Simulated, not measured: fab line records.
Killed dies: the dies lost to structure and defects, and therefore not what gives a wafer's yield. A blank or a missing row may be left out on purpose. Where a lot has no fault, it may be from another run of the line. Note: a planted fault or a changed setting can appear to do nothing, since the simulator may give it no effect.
A struck lot beside a sound one    flow n5_finfet    40 steps out of a route of 1938
Sound: these wafers, L683.1, L683.2, L683.4. Wafers struck: L667.2, L667.5, L667.6. The cause is given at the end.
At each step with rows: each side's tool, then ch and its chambers, then its first start. Under that, the readings that differ: sound wafers    struck wafers    difference of the means    sigmas: that difference in standard deviations of wafers without a fault.
alike: same words and numbers on both sides, and readings whose means sit less than 2 such deviations apart. not compared: any withheld reading, any reading some wafer has no value for, any bound like >300 that may hide the same value, and any number with overlapping values for which the record gives no deviation.
The two part at a step that has a row with sigmas, a row that says differs or no value, or rows on one side only. Numbers that have no deviation but don't overlap get no sigmas and don't part them. A reading that every wafer of one side lacks parts them only if that side has two wafers or more.

first, 12 steps without rows for these wafers: N5_HKMG_FIN_ETCH_54 (etches SiARC in CF4, target depth 45.5 nm, time 75.8 s); N5_HKMG_FIN_ETCH_55 (etches SOC in N2/H2, target depth 240 nm, time 300 s); N5_HKMG_FIN_STRIP_56 (strips in N2/H2); N5_HKMG_FIN_STRIP_57 (strips in CF4); N5_HKMG_FIN_ETCH_58 (etches SOC in N2/H2, target depth 215.8 nm, time 741 s); N5_HKMG_FIN_STRIP_93 (strips SOC in N2/H2, time 20 s); N5_HKMG_FIN_WET_ETCH_76 (etches Al2O3 in dNH4OH, stops on La2O3, target depth 2.25 nm, rinse time 30 s); N5_HKMG_FIN_STRIP_60 (strips in N2/H2, time 360 s); N5_HKMG_FIN_WET_ETCH_77 (etches La2O3 in dHCl, stops on HfO2, target depth 2 nm); N5_HKMG_FIN_WET_ETCH_78 (etches Al2O3 in dNH4OH, stops on La2O3, target depth 4.5 nm, rinse time 30 s); N5_HKMG_FIN_ALD_79 (deposits TiN, target thk 1.5 nm, pulse time 1 s, purge time 3 s); N5_HKMG_FIN_CVD_62 (deposits a-Si from Si2H6, target thk 3 nm, time 20.8 s).
N5_HKMG_FIN_RTA_80: time 2 s.
  sound on rtp_anneal-02 ch 0, day 9 17:39; struck on rtp_anneal-02 ch 0, day 5 16:20
then, 25 steps without rows for these wafers: N5_HKMG_FIN_PRECLEAN_64 (cleans in dHF, time 30 s); N5_HKMG_FIN_WET_ETCH_65 (etches a-Si in TMAH, stops on TiN, time 49 s, target depth 3 nm); N5_HKMG_FIN_WET_ETCH_81 (etches TiN in SC1, stops on HfO2, time 57 s, target depth 6 nm); N5_HKMG_FIN_WET_ETCH_82 (etches La2O3 in dHCl, stops on HfO2, target depth 2 nm, rinse time 30 s); N5_HKMG_FIN_ALD_36 (deposits TiN, target thk 1 nm, pulse time 1 s, purge time 3 s); N5_HKMG_FIN_PWFM_ALD_03 (deposits TiN, target thk 2 nm, pulse time 1 s, purge time 3 s); N5_HKMG_FIN_COAT_29 (time 60 s, resist thk 300 nm); N5_HKMG_FIN_COAT_30 (time 60 s, resist thk 35 nm); N5_HKMG_FIN_COAT_06 (resist thk 90 nm); N5_HKMG_FIN_EBR_08; N5_HKMG_FIN_SOFTBAKE_07 (time 60 s); N5_HKMG_FIN_EXPOSE_09 (exposes mask NWFM); N5_HKMG_FIN_PEB_10 (peb time 60 s); N5_HKMG_FIN_DEVELOP_11 (develop time 30 s); N5_HKMG_FIN_DESCUM_17 (chemistry O2, time 7.9 s); N5_HKMG_FIN_ETCH_31 (etches SiARC in CF4, target depth 45.5 nm, time 75.8 s); N5_HKMG_FIN_ETCH_32 (etches SOC in N2/H2, target depth 240 nm, time 300 s); N5_HKMG_FIN_STRIP_33 (strips in N2/H2); N5_HKMG_FIN_STRIP_34 (strips in CF4); N5_HKMG_FIN_ETCH_35 (etches SOC in N2/H2, target depth 215.8 nm, time 243.4 s); N5_HKMG_FIN_STRIP_92 (strips SOC in N2/H2, time 20 s); N5_HKMG_FIN_WET_ETCH_18 (etches TiN in SC1, time 55 s, target depth 5.2 nm, rinse time 30 s); N5_HKMG_FIN_STRIP_19 (strips in N2/H2, time 360 s); N5_HKMG_FIN_ALD_91 (deposits TiN, target thk 1 nm, pulse time 1 s, purge time 3 s); N5_HKMG_FIN_COAT_85 (time 60 s, resist thk 300 nm).
-- here the record skips 6 days between the struck wafers' starts before and after, leaving off in module HKMG_FIN and picking up in module BEOL_M4 (first step shown: number 1111 of the route) --
N5_BEOL_M4_RC_MEAS_101:
  sound on prober-01 ch 0, day 15 12:32; struck on prober-02 ch 0, day 11 09:08
reading              sound                      struck                      difference  sigmas
IOFF_P (nA/um)       0.15 0.23 0.20             0.31 0.55 0.36              +0.21       +4
IOFF_P_85C (nA/um)   2.8 3.9 3.6                5.1 8.2 5.8                 +2.9        +4
IOFF_P_LIN (nA/um)   0.081 0.109 0.096          0.162 0.243 0.180           +0.100      +6
IOFF_P_LONG (nA/um)  0.000108 0.00011 0.000113  0.000194 0.000196 0.000198  +0.000086   +11
ION_P (uA/um)        467 469 449                474 487 490                 +22         +2
VT_N_LVT (mV)        101 97 102                 125 117 121                 +21         +6
VT_P (mV)            -253 -248 -251             -233 -227 -232              +20         +5
VT_P_LONG (mV)       -272.7 -273.7 -277.3       -254.2 -255.1 -252.7        +20.6       +7
  alike: DIBL_N, DIBL_P, IOFF_N, ION_N, SS_N, SS_P, VT_N
-- here the record skips 4 days between the struck wafers' starts before and after, leaving off in module BEOL_M4 and picking up in module PASSIVATION (first step shown: number 1936 of the route) --
N5_PASSIVATION_PROBE_49:
  rows exist in the record for the struck wafers here (prober-02, day 15 18:50), but not for the sound ones

## WHERE THEY PART
Earliest at N5_BEOL_M4_RC_MEAS_101; latest, in this record, at N5_PASSIVATION_PROBE_49.

WHY: what the simulator had put in
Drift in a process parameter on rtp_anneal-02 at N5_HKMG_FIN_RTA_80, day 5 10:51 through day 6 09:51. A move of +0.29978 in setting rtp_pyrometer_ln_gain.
